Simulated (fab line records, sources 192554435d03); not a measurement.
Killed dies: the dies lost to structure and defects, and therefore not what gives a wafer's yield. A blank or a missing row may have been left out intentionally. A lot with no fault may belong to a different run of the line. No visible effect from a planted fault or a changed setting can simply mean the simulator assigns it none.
Matching of chambers / flow n5Finfet / rieDiel-06 running N5_SD_EPI_P_ETCH_16: 4 sister chambers
The step etches SiO2 in CHF3/O2, target depth 5 nm. 27 wafers are shown with their chamber, then 12 later ones without.

## WAFERS WITH THEIR CHAMBER
wafer=L076.1; chamber=0; showerheadPlenumPTorr (Torr)=2.47; rfVppV (V)=541; drypumpMotorCurrentA (A)=5.8
wafer=L076.2; chamber=1; showerheadPlenumPTorr (Torr)=2.53; rfVppV (V)=517; drypumpMotorCurrentA (A)=5.7
wafer=L076.3; chamber=3; showerheadPlenumPTorr (Torr)=2.30; rfVppV (V)=518; drypumpMotorCurrentA (A)=5.2
wafer=L076.4; chamber=2; showerheadPlenumPTorr (Torr)=2.35; rfVppV (V)=542; drypumpMotorCurrentA (A)=6.8
wafer=L076.5; chamber=1; showerheadPlenumPTorr (Torr)=2.53; rfVppV (V)=516; drypumpMotorCurrentA (A)=5.7
wafer=L076.6; chamber=0; showerheadPlenumPTorr (Torr)=2.47; rfVppV (V)=541; drypumpMotorCurrentA (A)=5.8
wafer=L078.1; chamber=1; showerheadPlenumPTorr (Torr)=2.53; rfVppV (V)=518; drypumpMotorCurrentA (A)=5.7
wafer=L078.3; chamber=3; showerheadPlenumPTorr (Torr)=2.30; rfVppV (V)=518; drypumpMotorCurrentA (A)=5.2
wafer=L078.4; chamber=0; showerheadPlenumPTorr (Torr)=2.47; rfVppV (V)=541; drypumpMotorCurrentA (A)=5.7
wafer=L079.2; chamber=1; showerheadPlenumPTorr (Torr)=2.53; rfVppV (V)=518; drypumpMotorCurrentA (A)=5.7
wafer=L079.3; chamber=0; showerheadPlenumPTorr (Torr)=2.47; rfVppV (V)=541; drypumpMotorCurrentA (A)=5.7
wafer=L079.4; chamber=2; showerheadPlenumPTorr (Torr)=2.35; rfVppV (V)=543; drypumpMotorCurrentA (A)=6.7
wafer=L082.1; chamber=0; showerheadPlenumPTorr (Torr)=2.47; rfVppV (V)=541; drypumpMotorCurrentA (A)=5.7
wafer=L082.2; chamber=3; showerheadPlenumPTorr (Torr)=2.30; rfVppV (V)=518; drypumpMotorCurrentA (A)=5.2
wafer=L082.3; chamber=2; showerheadPlenumPTorr (Torr)=2.35; rfVppV (V)=542; drypumpMotorCurrentA (A)=6.7
wafer=L082.4; chamber=1; showerheadPlenumPTorr (Torr)=2.52; rfVppV (V)=518; drypumpMotorCurrentA (A)=5.7
wafer=L082.5; chamber=2; showerheadPlenumPTorr (Torr)=2.35; rfVppV (V)=542; drypumpMotorCurrentA (A)=6.7
wafer=L082.6; chamber=3; showerheadPlenumPTorr (Torr)=2.30; rfVppV (V)=519; drypumpMotorCurrentA (A)=5.2
wafer=L083.2; chamber=3; showerheadPlenumPTorr (Torr)=2.30; rfVppV (V)=518; drypumpMotorCurrentA (A)=5.2
wafer=L083.3; chamber=0; showerheadPlenumPTorr (Torr)=2.46; rfVppV (V)=541; drypumpMotorCurrentA (A)=5.7
wafer=L083.6; chamber=3; showerheadPlenumPTorr (Torr)=2.30; rfVppV (V)=518; drypumpMotorCurrentA (A)=5.2
wafer=L085.1; chamber=3; showerheadPlenumPTorr (Torr)=2.30; rfVppV (V)=517; drypumpMotorCurrentA (A)=5.1
wafer=L085.2; chamber=1; showerheadPlenumPTorr (Torr)=2.52; rfVppV (V)=519; drypumpMotorCurrentA (A)=5.7
wafer=L085.6; chamber=2; showerheadPlenumPTorr (Torr)=2.35; rfVppV (V)=543; drypumpMotorCurrentA (A)=6.7
wafer=L088.1; chamber=3; showerheadPlenumPTorr (Torr)=2.30; rfVppV (V)=519; drypumpMotorCurrentA (A)=5.2
wafer=L088.2; chamber=0; showerheadPlenumPTorr (Torr)=2.46; rfVppV (V)=541; drypumpMotorCurrentA (A)=5.7
wafer=L088.5; chamber=2; showerheadPlenumPTorr (Torr)=2.35; rfVppV (V)=543; drypumpMotorCurrentA (A)=6.7

SIGNATURES (averages over the wafers above)
reading=showerheadPlenumPTorr; chamber 0=2.4671; chamber 1=2.5267; chamber 2=2.3500; chamber 3=2.3000; scatter within a chamber=0.00347
reading=rfVppV; chamber 0=541.00; chamber 1=517.67; chamber 2=542.50; chamber 3=518.12; scatter within a chamber=0.65
reading=drypumpMotorCurrentA; chamber 0=5.729; chamber 1=5.700; chamber 2=6.717; chamber 3=5.188; scatter within a chamber=0.0369
Rule: distance of a wafer from a chamber = root of the sum over the readings of ((wafer's reading minus chamber's mean) / reading's scatter) squared. If the next closest chamber is less than 2 further off than the closest, the wafer can't be placed; otherwise it belongs to the closest. How the scatter is found: for the shown wafers, subtract from each reading the mean of its chamber, square and add these, divide the total by (wafers less chambers), then take the root.

## WAFERS WITHOUT THEIR CHAMBER
wafer=L089.2; showerheadPlenumPTorr (Torr)=2.34; rfVppV (V)=542; drypumpMotorCurrentA (A)=6.8
wafer=L089.5; showerheadPlenumPTorr (Torr)=2.29; rfVppV (V)=518; drypumpMotorCurrentA (A)=5.2
wafer=L089.6; showerheadPlenumPTorr (Torr)=2.46; rfVppV (V)=540; drypumpMotorCurrentA (A)=5.7
wafer=L091.1; showerheadPlenumPTorr (Torr)=2.29; rfVppV (V)=518; drypumpMotorCurrentA (A)=5.2
wafer=L091.3; showerheadPlenumPTorr (Torr)=2.46; rfVppV (V)=541; drypumpMotorCurrentA (A)=5.7
wafer=L091.6; showerheadPlenumPTorr (Torr)=2.52; rfVppV (V)=516; drypumpMotorCurrentA (A)=5.7
wafer=L092.1; showerheadPlenumPTorr (Torr)=2.46; rfVppV (V)=540; drypumpMotorCurrentA (A)=5.8
wafer=L092.2; showerheadPlenumPTorr (Torr)=2.29; rfVppV (V)=518; drypumpMotorCurrentA (A)=5.2
wafer=L092.5; showerheadPlenumPTorr (Torr)=2.34; rfVppV (V)=543; drypumpMotorCurrentA (A)=6.7
wafer=L096.1; showerheadPlenumPTorr (Torr)=2.34; rfVppV (V)=542; drypumpMotorCurrentA (A)=6.7
wafer=L096.3; showerheadPlenumPTorr (Torr)=2.29; rfVppV (V)=519; drypumpMotorCurrentA (A)=5.2
wafer=L096.5; showerheadPlenumPTorr (Torr)=2.51; rfVppV (V)=517; drypumpMotorCurrentA (A)=5.7

## WHICH CHAMBER EACH WENT THROUGH
wafer=L089.2; from the rows above=2; in truth=2
wafer=L089.5; from the rows above=3; in truth=3
wafer=L089.6; from the rows above=0; in truth=0
wafer=L091.1; from the rows above=3; in truth=3
wafer=L091.3; from the rows above=0; in truth=0
wafer=L091.6; from the rows above=1; in truth=1
wafer=L092.1; from the rows above=0; in truth=0
wafer=L092.2; from the rows above=3; in truth=3
wafer=L092.5; from the rows above=2; in truth=2
wafer=L096.1; from the rows above=2; in truth=2
wafer=L096.3; from the rows above=3; in truth=3
wafer=L096.5; from the rows above=1; in truth=1
Correct placement for 12 of the 12. Number that these rows cannot place: 0. Placed wrongly: 0.
